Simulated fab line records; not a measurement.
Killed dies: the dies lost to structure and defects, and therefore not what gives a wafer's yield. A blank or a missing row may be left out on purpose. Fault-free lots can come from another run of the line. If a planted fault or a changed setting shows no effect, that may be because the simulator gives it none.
fab line records	flow nand_harc
[record] lots = 15	wafers = 45	last_day = 24
route steps=1159 shown A_CONTACT@869
lots that met no fault: taken from a fault-free run of the same line
start_h: hours from the record's opening day to when the first of the lot's shown wafers began	wait_h: hours since the lot's step before	" identical to the entry in the row above	L1.1+2: a single row standing in for several wafers	- either no value or no given start	* or withheld: withheld	< > ~ a bound
route shown NAME@n: names a module that has steps shown in the file, with the first one's number in the route	usual: the fault-free wafers' mean and standard deviation	same: alike in all rows	chamber/n: place in a boat	sites: each site's reading	_std_site: how widely they spread, as a standard deviation	_edge_site: mean of outer sites minus mean of inner sites	radius_mm: how far each site lies from the wafer's centre	mask NAME#n: copy n	behind: the most recent tool/chamber to have shaped the wafer	hold: reason for holding the lot/hours on hold/outcome of the hold	device: which transistor (n, p or np) failed to switch	end of line: the tests these same wafers got at the end of their route	for a step that has no rows: nothing shown but its recipe	killed: not the wafer's yield, but the dies lost to structure and defects at the first sort	map: the dies of a wafer, with x for killed, . for not killed, _ for no die there
set.NAME: the run value of the setting; set.NAME@STEP: its run value at that earlier step	model.NAME: the simulator's own value behind a step, which no gauge read
steps of the route over a sample of lots; a table a step, a row a wafer
services: when a tool's chamber went out of use (start_h, in hours from the record's first day, below 0 if earlier), for how many hours, and the reason
[[steps]]
[step NHARC_A_CONTACT_ETCH_118]
[recipe] source_w = withheld	pressure_mtorr = 20	bias_v = 3000	time_s = 94	target_depth_a = 9220	ar_flow_sccm = withheld	c4f8_flow_sccm = withheld	o2_flow_sccm = withheld	chemistry = C4F8/O2/Ar
[usual] chamber_pressure_mTorr = 20.001/0.018	oes_air_line_au = 1.000/0.019
lot.wafer	tool	chamber	start_h	wait_h	chamber_pressure_mTorr	oes_air_line_au	rf_hours_counter_h
L312.1	har_cap_etch-01	1	377.50	0.1	19.973	0.984	54
L312.3	"	1	"	"	19.994	1.022	-
L312.4	"	0	"	"	19.976	1.017	-
L313.1	har_cap_etch-01	1	381.59	0.1	19.999	0.999	55
L313.3	"	0	"	"	19.984	0.993	-
L313.4	"	1	"	"	20.023	0.982	-
L309.1	har_cap_etch-01	1	384.33	0.1	19.982	1.001	57
L309.4	"	0	"	"	19.968	0.973	-
L309.3	"	1	"	"	19.981	0.984	-
L308.1	har_cap_etch-03	0	388.24	0.1	20.030	1.018	83
L308.2	"	1	"	"	20.018	1.002	83
L308.5	"	1	"	"	19.966	0.975	-
L317.1	har_cap_etch-03	1	413.45	0.1	19.991	0.968	90
L317.2	"	0	"	"	19.990	0.988	90
L317.6	"	0	"	"	20.008	0.974	-
L316.2	har_cap_etch-01	1	420.84	0.1	19.996	0.990	65
L316.1	"	0	"	"	20.004	0.994	65
L316.5	"	1	"	"	20.013	0.991	-
L318.1	har_cap_etch-02	0	426.35	0.1	19.986	0.998	18
L318.3	"	0	"	"	20.021	0.982	-
L318.4	"	1	"	"	19.988	0.999	-
L315.2	har_cap_etch-01	0	427.75	0.1	20.021	0.968	66
L315.1	"	1	"	"	20.009	1.008	66
L315.6	"	1	"	"	19.996	1.039	-
L319.1	har_cap_etch-01	1	435.89	0.1	19.996	1.007	69
L319.2	"	0	"	"	19.973	0.956	69
L319.3	"	1	"	"	20.000	1.001	-
L323.2	har_cap_etch-02	0	436.77	0.1	19.973	0.994	21
L323.4	"	1	"	"	19.989	1.022	-
L323.6	"	1	"	"	20.020	1.009	-
L324.3	har_cap_etch-02	0	464.31	0.1	20.000	1.013	-
L324.5	"	1	"	"	20.026	0.978	-
L324.6	"	0	"	"	19.962	1.026	-
L325.1	har_cap_etch-01	1	470.00	0.1	20.029	1.008	74
L325.3	"	0	"	"	19.959	1.004	-
L325.4	"	1	"	"	20.034	1.026	-
L326.4	har_cap_etch-02	0	470.87	0.1	19.980	0.989	-
L326.6	"	0	"	"	20.019	1.031	-
L326.5	"	1	"	"	20.003	1.001	-
L331.2	har_cap_etch-01	0	499.37	0.1	19.997	0.998	79
L331.4	"	0	"	"	20.008	1.018	-
L331.6	"	0	"	"	20.021	1.013	-
L329.1	har_cap_etch-03	0	500.35	0.1	20.023	1.005	106
L329.4	"	1	"	"	20.039	0.997	-
L329.6	"	0	"	"	20.033	1.018	-
[step NHARC_A_CONTACT_ETCH_120]
[recipe] source_w = withheld	pressure_mtorr = 20	bias_v = 3000	time_s = 94	target_depth_a = 9220	ar_flow_sccm = withheld	c4f8_flow_sccm = withheld	o2_flow_sccm = withheld	chemistry = C4F8/O2/Ar
[usual] chamber_pressure_mTorr = 20.001/0.019	oes_air_line_au = 1.002/0.018
lot.wafer	tool	chamber	start_h	wait_h	chamber_pressure_mTorr	oes_air_line_au	rf_hours_counter_h
L312.1	har_cap_etch-01	1	377.68	0.1	20.023	0.983	54
L312.3	"	1	"	"	20.029	1.010	-
L312.4	"	0	"	"	20.022	0.974	-
L313.1	har_cap_etch-01	1	381.77	0.1	19.981	1.027	56
L313.3	"	0	"	"	19.986	1.029	-
L313.4	"	1	"	"	20.015	1.000	-
L309.1	har_cap_etch-01	1	384.51	0.1	20.002	1.006	57
L309.4	"	0	"	"	20.000	0.990	-
L309.3	"	1	"	"	19.986	1.014	-
L308.1	har_cap_etch-03	0	388.42	0.1	19.997	1.006	83
L308.2	"	1	"	"	19.997	0.969	83
L308.5	"	1	"	"	19.997	0.961	-
L317.1	har_cap_etch-03	1	413.63	0.1	20.009	1.008	90
L317.2	"	0	"	"	19.986	1.001	90
L317.6	"	0	"	"	20.009	1.006	-
L316.2	har_cap_etch-01	1	421.02	0.1	19.996	0.978	65
L316.1	"	0	"	"	20.014	0.993	65
L316.5	"	1	"	"	20.003	1.026	-
L318.1	har_cap_etch-02	0	426.53	0.1	19.983	0.988	18
L318.3	"	0	"	"	19.972	1.022	-
L318.4	"	1	"	"	20.023	1.008	-
L315.2	har_cap_etch-01	0	427.93	0.1	20.002	1.022	66
L315.1	"	1	"	"	20.014	0.996	66
L315.6	"	1	"	"	19.985	0.980	-
L319.1	har_cap_etch-01	1	436.07	0.1	19.996	1.016	69
L319.2	"	0	"	"	19.961	0.990	69
L319.3	"	1	"	"	19.974	1.034	-
L323.2	har_cap_etch-02	0	436.95	0.1	20.018	1.009	21
L323.4	"	1	"	"	20.024	1.021	-
L323.6	"	1	"	"	19.983	0.992	-
L324.3	har_cap_etch-02	0	464.49	0.1	19.990	1.017	-
L324.5	"	1	"	"	19.988	1.019	-
L324.6	"	0	"	"	20.008	1.004	-
L325.1	har_cap_etch-01	1	470.19	0.1	20.021	0.989	74
L325.3	"	0	"	"	19.997	1.017	-
L325.4	"	1	"	"	20.007	0.996	-
L326.4	har_cap_etch-02	0	471.05	0.1	19.996	0.994	-
L326.6	"	0	"	"	20.027	0.990	-
L326.5	"	1	"	"	20.019	1.010	-
L331.2	har_cap_etch-01	0	499.55	0.1	20.033	0.986	79
L331.4	"	0	"	"	20.020	0.967	-
L331.6	"	0	"	"	20.011	1.006	-
L329.1	har_cap_etch-03	0	500.53	0.1	19.987	1.016	106
L329.4	"	1	"	"	19.991	1.023	-
L329.6	"	0	"	"	19.989	0.999	-
[step NHARC_A_CONTACT_ETCH_123]
[recipe] source_w = withheld	pressure_mtorr = 20	bias_v = 400	time_s = 253	target_depth_a = 10900	ar_flow_sccm = withheld	c4f8_flow_sccm = 11.5	o2_flow_sccm = 7.2	chemistry = C4F8/O2/Ar
[usual] chamber_pressure_mTorr = 20.002/0.021	oes_air_line_au = 0.996/0.021
lot.wafer	tool	chamber	start_h	wait_h	chamber_pressure_mTorr	oes_air_line_au	rf_hours_counter_h
L312.1	har_cap_etch-01	1	377.95	0.1	19.998	1.011	55
L312.3	"	1	"	"	20.001	1.026	-
L312.4	"	0	"	"	20.019	1.002	-
L313.1	har_cap_etch-01	1	382.09	0.1	19.999	1.024	56
L313.3	"	0	"	"	20.034	0.980	-
L313.4	"	1	"	"	20.036	0.977	-
L309.1	har_cap_etch-01	1	384.83	0.1	20.002	1.038	57
L309.4	"	0	"	"	20.011	0.985	-
L309.3	"	1	"	"	20.011	1.007	-
L308.1	har_cap_etch-03	0	388.69	0.1	20.012	1.028	84
L308.2	"	1	"	"	20.042	0.999	84
L308.5	"	1	"	"	19.983	0.976	-
L317.1	har_cap_etch-03	1	413.90	0.1	20.011	1.004	90
L317.2	"	0	"	"	20.023	1.008	90
L317.6	"	0	"	"	19.986	0.984	-
L316.2	har_cap_etch-01	1	421.30	0.1	19.997	1.022	65
L316.1	"	0	"	"	20.038	1.031	65
L316.5	"	1	"	"	20.012	0.991	-
L318.1	har_cap_etch-02	0	426.80	0.1	19.983	0.967	19
L318.3	"	0	"	"	20.010	0.949	-
L318.4	"	1	"	"	19.994	0.973	-
L315.2	har_cap_etch-01	0	428.21	0.1	20.010	0.986	67
L315.1	"	1	"	"	20.003	0.993	67
L315.6	"	1	"	"	20.004	0.982	-
L319.1	har_cap_etch-01	1	436.35	0.1	19.992	0.997	69
L319.2	"	0	"	"	20.005	0.981	69
L319.3	"	1	"	"	20.000	0.998	-
L323.2	har_cap_etch-02	0	437.27	0.1	19.987	1.002	21
L323.4	"	1	"	"	20.005	0.989	-
L323.6	"	1	"	"	19.993	0.980	-
L324.3	har_cap_etch-02	0	464.88	0.2	-	-	-
L324.5	"	1	"	"	-	-	-
L324.6	"	0	"	"	-	-	-
L325.1	har_cap_etch-01	1	470.50	0.1	-	-	-
L325.3	"	0	"	"	-	-	-
L325.4	"	1	"	"	-	-	-
L326.4	har_cap_etch-02	0	471.40	0.2	-	-	-
L326.6	"	0	"	"	-	-	-
L326.5	"	1	"	"	-	-	-
L331.2	har_cap_etch-01	0	499.87	0.1	20.018	0.997	80
L331.4	"	0	"	"	19.973	1.001	-
L331.6	"	0	"	"	20.009	1.017	-
L329.1	har_cap_etch-03	0	500.84	0.1	20.017	0.974	106
L329.4	"	1	"	"	20.000	0.971	-
L329.6	"	0	"	"	20.013	0.976	-
[step NHARC_A_CONTACT_ETCH_96]
[recipe] target_depth_a = 200	over_etch_frac = 0.5	time_s = 10	ion_energy_ev = 250	c4f6_flow_sccm = 25	o2_flow_sccm = 20	ar_flow_sccm = 500	rf_w = 600	bias_w = 500	chemistry = C4F6/O2
[usual] bias_w = 499.8/1.5	c4f6_flow_sccm = 25.00/0.082	drypump_motor_current_A = 5.92/0.28	oes_product_au = 0.979/0.026	rf_vpp_V = 546/4	showerhead_plenum_p_Torr = 3.91/0.19	throttle_valve_pct = 26.902/0.0081
lot.wafer	tool	chamber	start_h	wait_h	bias_w	c4f6_flow_sccm	drypump_motor_current_A	oes_product_au	rf_hours_counter_h	rf_vpp_V	showerhead_plenum_p_Torr	throttle_valve_pct
L312.1	rie_diel-01	3	-	-	498.4	24.99	5.24	0.998	18	541	3.66	26.905
L312.4	"	0	"	"	500.7	24.96	6.08	0.988	19	549	4.00	26.905
L312.3	"	2	"	"	499.6	25.05	6.19	0.999	19	543	3.75	26.910
L313.3	rie_diel-07	1	-	-	500.9	25.03	5.67	0.952	27	552	4.17	26.913
L313.4	"	2	"	"	495.9	24.95	5.92	0.953	27	544	3.74	26.894
L313.1	"	3	"	"	498.6	24.94	5.74	0.935	26	544	3.74	26.907
L309.3	rie_diel-01	3	-	-	498.8	25.10	5.23	1.012	22	541	3.66	26.900
L309.4	"	1	"	"	500.0	24.95	5.84	1.010	23	545	3.79	26.908
L309.1	"	2	"	"	501.6	24.97	6.18	0.990	21	543	3.75	26.903
L308.2	rie_diel-03	0	389.66	0.3	499.5	24.86	5.85	0.963	67	546	3.87	26.905
L308.1	"	3	"	"	498.2	25.04	6.17	0.975	69	545	3.87	26.899
L308.5	"	3	"	"	497.4	24.99	6.16	0.970	-	545	3.87	26.897
L317.2	rie_diel-03	2	-	-	498.4	25.02	6.29	0.959	5	553	4.22	26.901
L317.1	"	1	"	"	500.3	24.93	6.08	0.962	5	553	4.22	26.914
L317.6	"	2	"	"	497.9	25.16	6.32	0.975	-	553	4.22	26.912
L316.2	rie_diel-07	3	-	-	499.1	24.93	5.71	0.927	1	544	3.74	26.907
L316.1	"	0	"	"	499.1	24.83	5.99	0.929	1	547	3.97	26.889
L316.5	"	0	"	"	499.6	24.96	5.94	0.940	-	548	3.97	26.910
L318.3	rie_diel-03	3	-	-	498.6	25.05	6.17	0.991	11	543	3.87	26.910
L318.1	"	0	"	"	501.3	24.97	5.86	0.990	11	546	3.86	26.906
L318.4	"	1	"	"	499.5	25.06	6.10	0.973	9	553	4.22	26.896
L315.2	rie_diel-07	3	-	-	498.1	25.12	5.74	0.995	3	543	3.74	26.914
L315.1	"	2	"	"	498.2	24.95	5.95	1.010	2	543	3.74	26.896
L315.6	"	3	"	"	498.4	25.13	5.73	0.994	-	543	3.74	26.895
L319.2	rie_diel-07	2	-	-	500.7	25.00	5.95	1.017	5	543	3.73	26.899
L319.3	"	3	"	"	497.9	25.08	5.74	1.001	5	544	3.74	26.909
L319.1	"	1	"	"	501.2	24.90	5.66	1.021	5	552	4.16	26.904
L323.4	rie_diel-01	3	-	-	500.1	24.99	5.22	0.962	40	539	3.65	26.907
L323.2	"	1	"	"	501.7	24.84	5.85	0.940	41	544	3.78	26.887
L323.6	"	0	"	"	502.9	24.83	6.09	0.937	-	549	3.99	26.904
L324.3	rie_diel-03	1	-	-	498.2	24.99	6.10	0.962	23	551	4.21	26.893
L324.6	"	3	"	"	497.8	25.15	6.18	0.965	-	547	3.86	26.912
L324.5	"	0	"	"	500.0	24.94	5.85	0.961	-	545	3.85	26.904
L325.1	rie_diel-03	0	-	-	499.7	25.00	5.85	0.961	29	545	3.85	26.889
L325.4	"	2	"	"	501.9	24.94	6.29	0.971	23	554	4.21	26.901
L325.3	"	3	"	"	497.3	24.91	6.17	0.942	31	545	3.85	26.891
L326.4	rie_diel-01	0	-	-	500.6	25.03	6.08	0.963	56	549	3.98	26.893
L326.6	"	2	"	"	502.8	25.07	6.20	0.951	-	541	3.73	26.889
L326.5	"	3	"	"	500.5	25.14	5.23	0.968	-	541	3.64	26.908
L331.2	rie_diel-07	2	500.83	0.2	500.9	25.03	5.96	1.013	18	543	3.73	26.886
L331.4	"	2	"	"	500.8	25.00	5.96	1.016	-	544	3.73	26.912
L331.6	"	2	"	"	501.4	25.03	5.96	1.011	-	543	3.73	26.901
L329.1	rie_diel-07	2	501.62	0.1	499.3	24.89	5.93	1.020	18	542	3.73	26.905
L329.4	"	2	"	"	501.0	24.98	5.93	1.020	-	543	3.73	26.890
L329.6	"	1	"	"	500.6	25.05	5.69	1.008	-	552	4.16	26.899
[[services]]
tool	chamber	start_h	hours	kind
rie_diel-07	0	360.07	-	clean
rie_diel-07	1	360.07	-	clean
rie_diel-07	2	360.07	-	clean
rie_diel-07	3	360.07	-	clean
rie_diel-07	0	384.57	-	clean
rie_diel-07	1	384.57	-	clean
rie_diel-07	2	384.57	-	clean
rie_diel-07	3	384.57	-	clean
rie_diel-01	1	390.82	1.7	repair
rie_diel-03	3	392.04	7.1	repair
rie_diel-03	-	392.31	9.0	pm
rie_diel-07	3	403.93	-	consumable_replace:focus_ring
rie_diel-07	3	403.93	9.0	scheduled_down
rie_diel-07	3	403.93	9.0	vent_cycle
rie_diel-07	-	405.54	9.0	pm
rie_diel-07	0	405.54	9.0	vent_cycle
rie_diel-07	1	405.54	9.0	vent_cycle
rie_diel-07	1	443.78	15.8	repair
rie_diel-07	3	455.74	8.6	repair
rie_diel-03	2	456.52	8.6	repair
rie_diel-07	0	460.08	4.2	repair
rie_diel-01	0	480.72	6.3	repair
rie_diel-01	-	491.87	9.0	pm
rie_diel-07	0	496.93	32.6	repair
[[key]]
[first_sign] step = NHARC_A_CONTACT_ETCH_123	reading = tool_record	direction = missing
effect none on later readings
met_at NHARC_A_CONTACT_ETCH_123
struck_lots L324,L325,L326
later_rows_left_out L324.3,L324.5,L324.6,L325.1,L325.3,L325.4,L326.4,L326.5,L326.6
sort_left_out L324.3,L324.5,L324.6,L325.1,L325.3,L325.4,L326.4,L326.5,L326.6
tester_left_out L324,L325,L326
not_acting_at NHARC_A_CONTACT_ETCH_118,NHARC_A_CONTACT_ETCH_120,NHARC_A_CONTACT_ETCH_96
onset_between 437.27 464.88
[fault] kind = skipped_step_whole	tool = har_cap_etch-01,har_cap_etch-02	chamber = -	onset_h = 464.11	steps = NHARC_A_CONTACT_ETCH_123	scope = struck_lots_only
// tester_left_out: of these lots the tester's yield and bins aren't shown, on N5 and GAA mostly nor the transistor test; their killed dies are dies lost to structure and defects alone, not to doping, threshold or leakage, so they don't give the yield
// sort_left_out: the simulated sort isn't trusted on such a fault, so these wafers' sort isn't shown, and their yield isn't known
// later_rows_left_out: the simulator's readings of these wafers behind a module that went badly wrong aren't trusted and aren't shown, but for the sort
